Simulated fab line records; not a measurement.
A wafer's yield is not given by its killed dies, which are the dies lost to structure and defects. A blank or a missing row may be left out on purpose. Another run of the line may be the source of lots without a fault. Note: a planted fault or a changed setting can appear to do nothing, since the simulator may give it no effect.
Matching of chambers / flow nand_harc / NHARC_P_M2_DESCUM_14 on rie_diel-09: 4 sister chambers
The step chemistry O2, time 3 s. 8 wafers are shown with their chamber, then 7 later ones without.

WAFERS WITH THEIR CHAMBER
wafer=L075.4; chamber=3; drypump_motor_current_A (A)=5.4; oes_product_au (a.u.)=1.005
wafer=L075.6; chamber=3; drypump_motor_current_A (A)=5.5; oes_product_au (a.u.)=1.005
wafer=L079.1; chamber=1; drypump_motor_current_A (A)=5.4; oes_product_au (a.u.)=1.013
wafer=L081.1; chamber=0; drypump_motor_current_A (A)=5.5; oes_product_au (a.u.)=1.019
wafer=L081.4; chamber=1; drypump_motor_current_A (A)=5.4; oes_product_au (a.u.)=1.013
wafer=L081.5; chamber=2; drypump_motor_current_A (A)=5.8; oes_product_au (a.u.)=1.006
wafer=L082.1; chamber=2; drypump_motor_current_A (A)=5.8; oes_product_au (a.u.)=1.003
wafer=L082.4; chamber=0; drypump_motor_current_A (A)=5.5; oes_product_au (a.u.)=1.009

WAFERS WHOSE CHAMBER IS MISSING
wafer=L082.5; drypump_motor_current_A (A)=5.8; oes_product_au (a.u.)=1.003
wafer=L085.2; drypump_motor_current_A (A)=5.8; oes_product_au (a.u.)=1.022
wafer=L085.3; drypump_motor_current_A (A)=5.5; oes_product_au (a.u.)=1.018
wafer=L085.6; drypump_motor_current_A (A)=5.5; oes_product_au (a.u.)=1.009
wafer=L092.1; drypump_motor_current_A (A)=5.5; oes_product_au (a.u.)=0.993
wafer=L092.2; drypump_motor_current_A (A)=5.5; oes_product_au (a.u.)=1.022
wafer=L092.4; drypump_motor_current_A (A)=5.5; oes_product_au (a.u.)=1.003

WHICH CHAMBER EACH ONE RAN IN
wafer=L082.5; from the rows above=2; in truth=2
wafer=L085.2; from the rows above=2; in truth=2
wafer=L085.3; from the rows above=0; in truth=0
wafer=L085.6; from the rows above=can't be placed: 0 or 3 or 1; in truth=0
wafer=L092.1; from the rows above=3; in truth=3
wafer=L092.2; from the rows above=can't be placed: 0 or 1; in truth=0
wafer=L092.4; from the rows above=can't be placed: 3 or 0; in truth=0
Correctly placed: 4 of 7. Unplaceable from these rows: 3, with the true chamber sitting among the candidates in 3. Placed wrongly: 0.
How it was worked out, from the rows above alone: a wafer's distance from a chamber is the root of the sum, over the readings, of the square of ((its reading less the chamber's mean) divided by the reading's scatter). The wafer belongs to the nearest chamber; if the next one is less than 2 further off, it can't be placed. The mean given for a chamber averages the wafers shown for that chamber. The scatter is the square root of a quotient: the sum, over the shown wafers, of each reading's squared deviation from its chamber's mean, divided by wafers minus chambers.
